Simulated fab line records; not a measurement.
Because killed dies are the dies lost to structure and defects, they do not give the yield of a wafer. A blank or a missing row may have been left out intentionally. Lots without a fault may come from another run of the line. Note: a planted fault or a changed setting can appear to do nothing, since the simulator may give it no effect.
Struck lot and sound lot, side by side + flow n5-finfet + 17 out of 1938 route steps
Sound: the wafers L663.1, L663.2, L663.5. Struck: wafer L673.1 (left out: L673.3, L673.6 of the same lot, which were not struck); the cause appears at the end.
At each step with rows: each side's tool, then ch and its chambers, then its first start. Under that, the readings that differ: sound wafers + struck wafers + difference of the means + sigmas: that difference in standard deviations of wafers without a fault.
alike: a reading whose means differ by less than 2 such deviations, as well as words and numbers matching on both sides. not compared: withheld readings; readings where some wafer has no value; bounds like >300 that might hide an equal value; numbers whose values overlap and for which the record gives no deviation.
The two part at a step that has a row with sigmas, a row that says differs or no value, or rows on one side only. Numbers that don't overlap but have no deviation are shown without sigmas and don't part them. Lack of a reading on every wafer of one side parts them only where that side has two or more wafers.

N5_FIN_SAQP_INSPECT_18: inspects for defects (brightfield).
  sound: defect-inspect-02 at day 2 09:54; struck: defect-inspect-02 at day 5 00:34
  alike: raw-defect-count
N5_FIN_SAQP_DESCUM_21: chemistry O2, time 7.9 s.
  sound on rie-diel-03 ch 2,3, day 2 09:56; struck on rie-diel-03 ch 1, day 5 00:36
| reading                | sound             | struck | difference | sigmas |
|------------------------|-------------------|--------|------------|--------|
| throttle-valve-pct (%) | 20.43 20.92 20.91 | 20.16  | -0.59      | -2     |
  alike: drypump-motor-current-A, oes-product-au, rf-vpp-V, showerhead-plenum-p-Torr
  not compared: rf-hours-counter-h
N5_FIN_SAQP_ETCH_51: etches SiARC in CF4, target depth 45.5 nm, time 75.8 s.
  sound on rie-diel-03 ch 2,3, day 2 09:58; struck on rie-diel-03 ch 1, day 5 00:38
| reading                | sound             | struck | difference | sigmas |
|------------------------|-------------------|--------|------------|--------|
| throttle-valve-pct (%) | 15.61 16.06 16.07 | 15.29  | -0.62      | -3     |
  alike: drypump-motor-current-A, etch-rf-on-time-s, oes-product-au, rf-vpp-V, showerhead-plenum-p-Torr
  not compared: rf-hours-counter-h
then, 4 steps without rows for these wafers: N5_FIN_SAQP_ETCH_52 (etches SOC in N2/H2, target depth 100 nm, overetch 20 nm, time 150 s); N5_FIN_SAQP_STRIP_53 (strips in N2/H2); N5_FIN_SAQP_HM_OPEN_73 (chemistry CHF3/O2, target SiO2, stops on a-Si, target depth 12 nm, time 16.8 s); N5_FIN_SAQP_STRIP_74 (strips in CHF3/O2).
N5_FIN_SAQP_MANDREL_ETCH_22: etches a-Si in HBr/Cl2, stops on SiNx, target depth 60 nm, bt time 10 s, time 30 s.
  sound on rie-si-03 ch 0,1, day 2 10:13; struck on rie-si-03 ch 3, day 5 00:53
  alike: drypump-motor-current-A, oes-product-au, throttle-valve-pct
  not compared: rf-hours-counter-h
N5_FIN_SAQP_STRIP_55: strips in N2/H2.
  sound on rie-diel-03 ch 2,3, day 2 10:19; struck on rie-diel-05 ch 2, day 5 00:59
  alike: drypump-motor-current-A, h2-flow-sccm, n2-flow-sccm, oes-product-au, rf-vpp-V, showerhead-plenum-p-Torr, throttle-valve-pct
  not compared: rf-hours-counter-h
then, 2 steps without rows for these wafers: N5_FIN_SAQP_STRIP_23 (strips in SPM, time 750 s); N5_FIN_SAQP_SRD_66 (time 30 s).
N5_FIN_SAQP_RECESS_75: chemistry HF/NH3, target SiO2, target depth 14.4 nm, afs cycles 3, sublimation time 60 s.
  sound on vapor-etch-01 ch 0,1, day 2 10:38; struck on vapor-etch-01 ch 0, day 5 01:20
  alike: drypump-motor-current-A, foreline-p-Torr
N5_FIN_SAQP_SPACER1_ALD_24: deposits SiO2, target thk 20.3 nm, pulse time 1 s, purge time 2 s.
  sound on ald-sin-01 ch 1,2, day 2 11:05; struck on ald-sin-02 ch 2, day 5 02:32
| reading                                           | sound                | struck | difference | sigmas |
|---------------------------------------------------|----------------------|--------|------------|--------|
| heater-power-w (W)                                | 452 569 577          | 392    | -141       | -3     |
| susceptor-temp-C (C)                              | 299.69 299.80 300.15 | 289.93 | -9.95      | -50    |
| model.SiO2_of_FIN_SAQP_SPACER1_ALD_24.thk-nm (nm) | 20.2 20.4 20.4       | 21     | +1         |        |
  alike: chamber-pressure-Torr, precursor-pulse-height-rel
then, 1 step without rows for these wafers: N5_FIN_SAQP_SPACER1_ETCHBACK_25 (etches SiO2 in CHF3/O2, target depth 24.4 nm, time 12.2 s).
N5_FIN_SAQP_MANDREL1_REMOVE_56: chemistry HBr/Cl2/O2, target a-Si, stops on SiNx, bt time 10 s.
  sound on rie-si-05 ch 0,2, day 2 12:03; struck on rie-si-01 ch 2, day 5 03:21
| reading                   | sound             | struck | difference | sigmas |
|---------------------------|-------------------|--------|------------|--------|
| oes-product-au (a.u.)     | 1.016 1.012 1.009 | 0.965  | -0.047     | -3     |
| model.FIN_SAQP.cd-nm (nm) | 20.2 20.2 20.2    | 20.8   | +0.6       |        |
  alike: drypump-motor-current-A, throttle-valve-pct
  not compared: rf-hours-counter-h
N5_FIN_SAQP_CD_MEAS_27 targets a cd of 20 nm.
  sound on cd-sem-03 ch 0, day 2 12:09; struck on cd-sem-01 ch 0, day 5 03:28
| reading    | sound             | struck | difference | sigmas |
|------------|-------------------|--------|------------|--------|
| cd-nm (nm) | 20.25 19.82 20.41 | 20.79  | +0.63      | +3     |
-- a jump in the record: the struck wafers' starts before and after are 8 days apart (it breaks off in module FIN_SAQP and resumes in module BEOL_M4, where the first step shown is number 1111 of the route) --
N5_BEOL_M4_RC_MEAS_101:
  sound on prober-01 ch 0, day 13 18:54; struck on prober-02 ch 0, day 13 12:13
| reading       | sound          | struck | difference | sigmas |
|---------------|----------------|--------|------------|--------|
| DIBL_N (mV/V) | 36.1 35.2 34.1 | 38.9   | +3.8       | +2     |
  alike: DIBL_P, IOFF_N, IOFF_P, ION_N, ION_P, SS_N, SS_P, VT_N, VT_P

## WHERE THEY PART
Earliest at N5_FIN_SAQP_DESCUM_21; latest, in this record, at N5_BEOL_M4_RC_MEAS_101.

WHY: the cause the simulator had injected
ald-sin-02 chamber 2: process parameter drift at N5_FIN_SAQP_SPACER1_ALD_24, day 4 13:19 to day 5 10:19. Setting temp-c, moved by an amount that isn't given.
